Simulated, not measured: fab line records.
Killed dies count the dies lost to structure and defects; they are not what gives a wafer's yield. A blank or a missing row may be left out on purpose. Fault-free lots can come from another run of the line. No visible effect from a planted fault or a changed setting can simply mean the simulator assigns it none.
Which tool did it?	flow nand harc	36 wafers from 12 lots sampled at 5 of the route's 1302 steps

WHAT EACH GAUGE READ, for each wafer
NHARC_END_SORT_01. Usual: defect limited yield 91.4 %, standard deviation 2.7; killed at array 53, standard deviation 19; killed at other 0.7, standard deviation 1.1; killed at periphery 4.2, standard deviation 2.7; killed dies 58, standard deviation 18; killed open 3.1, standard deviation 1.9; killed short 2.5, standard deviation 1.6; sort_bin_2_pct 3.0 %, standard deviation 1.2; sort_bin_3_pct 0.7 %, standard deviation 0.41; sort_bin_4_pct 4.9 %, standard deviation 1.5; sort n pass 619, standard deviation 18; sort rim yield pct 90 %, standard deviation 4.1; sort yield pct 91.4 %, standard deviation 2.7.
lot	measured	on	defect limited yield (%)	killed at array	killed at other	killed at periphery	killed dies	killed open	killed short	sort_bin_2_pct (%)	sort_bin_3_pct (%)	sort_bin_4_pct (%)	sort n pass	sort rim yield pct (%)	sort yield pct (%)	flag
L676	day 25 03:16	prober-01	96.3 95.9 95.4	22 27 29	0 0 1	3 1 1	25 28 31	5 5 3	6 2 2	0.9 0.9 1.0	0.1 0.1 0	2.7 3.1 3.5	652 649 646	100 98 98	96.3 95.9 95.4	
L680	day 25 21:07	prober-02	93.1 94.5 92.6	44 29 45	1 1 2	2 7 3	47 37 50	1 3 5	2 2 5	2.2 1.5 1.6	0.1 0.6 0.3	4.6 3.4 5.5	630 640 627	95 97 92	93.1 94.5 92.6	
L682	day 27 12:20	prober-01	89.2 88.6 88.5	70 71 77	0 0 0	3 6 1	73 77 78	3 1 1	3 5 4	3.2 4.3 3.5	1.0 1.0 1.3	6.5 6.1 6.6	604 600 599	89 80 86	89.2 88.6 88.5	
L683	day 27 13:10	prober-02	89.8 92.5 93.6	60 41 31	1 2 5	8 8 7	69 51 43	3 0 3	2 1 2	3.0 1.5 1.8	0.4 0.3 0.3	6.8 5.8 4.3	608 626 634	93 87 91	89.8 92.5 93.6	
L689	day 29 19:20	prober-02	93.2 92.8 93.8	43 46 41	0 0 1	3 3 0	46 49 42	2 2 3	2 2 2	2.7 2.4 2.2	0.6 0.6 0.6	3.5 4.3 3.4	631 628 635	94 93 93	93.2 92.8 93.8	
L693	day 32 08:54	prober-01	86.0 0 89.1	91 93 66	0 0 0	4 584 8	95 677 74	3 3 1	3 5 0	5.2 90.3 4.6	1.3 1.6 1.0	7.5 8.1 5.3	582 0 603	89 0 88	86.0 0 89.1	OFF

TOOL THAT RAN EACH LOT (tool first, then ch and the chambers of the sampled wafers, then the start)
lot	NHARC_P_M1_PVD_21	NHARC_THIN_TSV_CMP_21	NHARC_THIN_TSV_DEGAS_53	NHARC_THIN_TSV_PRE_CLEAN_54
L676	pvd sputter-03, day 6 18:02	cmp-02 ch 0,2, day 24 13:58	pvd sputter-03, day 24 14:23	pvd sputter-03, day 24 14:29
L678	pvd sputter-03, day 7 12:28	cmp-02 ch 2,3, day 24 12:58	pvd sputter-01, day 24 13:26	pvd sputter-01, day 24 13:31
L679	pvd sputter-03, day 7 21:45	cmp-04 ch 0,2,3, day 25 10:49	pvd sputter-03, day 25 11:16	pvd sputter-03, day 25 11:20
L680	pvd sputter-02, day 8 16:10	cmp-02 ch 1,3, day 25 09:41	pvd sputter-03, day 25 10:07	pvd sputter-03, day 25 10:12
L682	pvd sputter-03, day 9 13:08	cmp-03 ch 0,1,3, day 27 03:04	pvd sputter-03, day 27 03:29	pvd sputter-03, day 27 03:32
L683	pvd sputter-03, day 9 14:01	cmp-03 ch 0,2, day 27 01:46	pvd sputter-02, day 27 02:11	pvd sputter-02, day 27 02:16
L684	pvd sputter-02, day 9 19:49	cmp-03 ch 0,1,3, day 27 16:34	pvd sputter-03, day 27 17:02	pvd sputter-03, day 27 17:07
L689	pvd sputter-02, day 12 10:12	cmp-03 ch 0,2, day 29 09:40	pvd sputter-03, day 29 10:08	pvd sputter-03, day 29 10:12
L693	pvd sputter-03, day 13 23:40	cmp-03 ch 1,3, day 31 19:59	pvd sputter-01, day 31 20:23	pvd sputter-01, day 31 20:28
L696	pvd sputter-02, day 14 23:56	cmp-03 ch 1,2,3, day 32 07:04	pvd sputter-02, day 32 07:29	pvd sputter-02, day 32 07:33
L697	pvd sputter-01, day 15 09:43	cmp-04 ch 0,1,2, day 33 00:13	pvd sputter-03, day 33 00:42	pvd sputter-03, day 33 00:50
L698	pvd sputter-02, day 15 21:50	cmp-04 ch 0,1,2, day 33 13:52	pvd sputter-03, day 33 14:14	pvd sputter-03, day 33 14:19
- NHARC_P_M1_PVD_21: deposits Cu, target thk 30 nm, time 20.49 s.
- NHARC_THIN_TSV_CMP_21: polishes, t overpolish 30 s, target thk 2000 nm.
- NHARC_THIN_TSV_DEGAS_53: time 60 s.
- NHARC_THIN_TSV_PRE_CLEAN_54: time 30 s.

AS READ BY THE TOOLS THEMSELVES (means over the sampled wafers that have a number; for cases with no such wafer, the mark the record gives instead)
NHARC_P_M1_PVD_21. Usual: cathode dc power W 5000.0 W, standard deviation 0.87; throttle valve pct 29.8 %, standard deviation 0.92.
lot	tool	cathode dc power W (W)	throttle valve pct (%)	flag
L676	pvd sputter-03	5000.0	30.0	
L678	pvd sputter-03	4999.5	29.6	
L679	pvd sputter-03	4999.7	29.4	
L680	pvd sputter-02	5000.4	29.2	
L682	pvd sputter-03	4999.9	29.1	
L683	pvd sputter-03	5000.4	30.0	
L684	pvd sputter-02	4999.2	29.1	
L689	pvd sputter-02	5000.7	29.1	
L693	pvd sputter-03	5000.4	29.8	
L696	pvd sputter-02	4999.2	31.2	
L697	pvd sputter-01	4999.8	30.5	
L698	pvd sputter-02	5000.5	30.4	

NHARC_THIN_TSV_CMP_21. Usual: edge zone pressure frac 1.000, standard deviation 0.0052; motor current A 12.7 A, standard deviation 1.3; overpolish run s 30.000 s, standard deviation 0.0087; slurry flow ml min 150.0, standard deviation 0.46.
lot	tool	edge zone pressure frac	motor current A (A)	overpolish run s (s)	slurry flow ml min	flag
L676	cmp-02	0.997	12.1	30.003	150.0	
L678	cmp-02	0.996	12.5	30.010	149.9	
L679	cmp-04	1.001	11.4	29.999	150.0	
L680	cmp-02	0.996	12.0	29.998	150.1	
L682	cmp-03	1.003	12.4	30.004	150.0	
L683	cmp-03	1.005	12.8	29.996	150.2	
L684	cmp-03	1.000	12.8	29.996	149.6	
L689	cmp-03	1.001	13.6	30.003	149.5	
L693	cmp-03	1.000	12.6	30.004	150.5	
L696	cmp-03	0.999	12.8	29.999	149.9	
L697	cmp-04	0.996	12.6	30.002	149.8	
L698	cmp-04	0.997	12.4	30.000	150.1	

NHARC_THIN_TSV_DEGAS_53. Usual: heater power w at 445 W, with a standard deviation of 39.
lot	tool	heater power w (W)	flag
L676	pvd sputter-03	441	
L678	pvd sputter-01	453	
L679	pvd sputter-03	423	
L680	pvd sputter-03	435	
L682	pvd sputter-03	442	
L683	pvd sputter-02	463	
L684	pvd sputter-03	453	
L689	pvd sputter-03	418	
L693	pvd sputter-01	450	
L696	pvd sputter-02	433	
L697	pvd sputter-03	428	
L698	pvd sputter-03	458	

NHARC_THIN_TSV_PRE_CLEAN_54. Usual: heater power w at 391 W, with a standard deviation of 33.
lot	tool	heater power w (W)	flag
L676	pvd sputter-03	369	
L678	pvd sputter-01	396	
L679	pvd sputter-03	386	
L680	pvd sputter-03	417	
L682	pvd sputter-03	384	
L683	pvd sputter-02	422	
L684	pvd sputter-03	371	
L689	pvd sputter-03	369	
L693	pvd sputter-01	412	
L696	pvd sputter-02	394	
L697	pvd sputter-03	380	
L698	pvd sputter-03	393	

THE ANSWER, worked out from the rows above alone
Rule: a lot counts as off when the mean over its wafers that have a number is more than 3 standard deviations away from the usual mean. A lot without any number at a reading at which 4 lots or more have one is off too. The other lots that the step has rows for count as sound. First the gauges in route order, then the tools' own readings, where a lot's mean is used as printed above. The first step at which some lot is off is used, and at that step the reading that is off furthest; a lot without a number counts as furthest.
Off: L693, at NHARC_END_SORT_01 (killed at periphery). Neither off nor sound, because the step has no rows for them: L678, L679, L684, L696, L697, L698.
A tool fits if, at a process step before that reading, it ran every lot that is off, and no sound lot after the first of them. The gauges at NHARC_END_SORT_01 are tried like those tools. Can't be told from this: 4 tools fit, pvd sputter-03 at NHARC_P_M1_PVD_21, cmp-03 at NHARC_THIN_TSV_CMP_21, pvd sputter-01 at NHARC_THIN_TSV_DEGAS_53 and NHARC_THIN_TSV_PRE_CLEAN_54, prober-01 at NHARC_END_SORT_01.

WHAT THE SIMULATOR HAD INSERTED
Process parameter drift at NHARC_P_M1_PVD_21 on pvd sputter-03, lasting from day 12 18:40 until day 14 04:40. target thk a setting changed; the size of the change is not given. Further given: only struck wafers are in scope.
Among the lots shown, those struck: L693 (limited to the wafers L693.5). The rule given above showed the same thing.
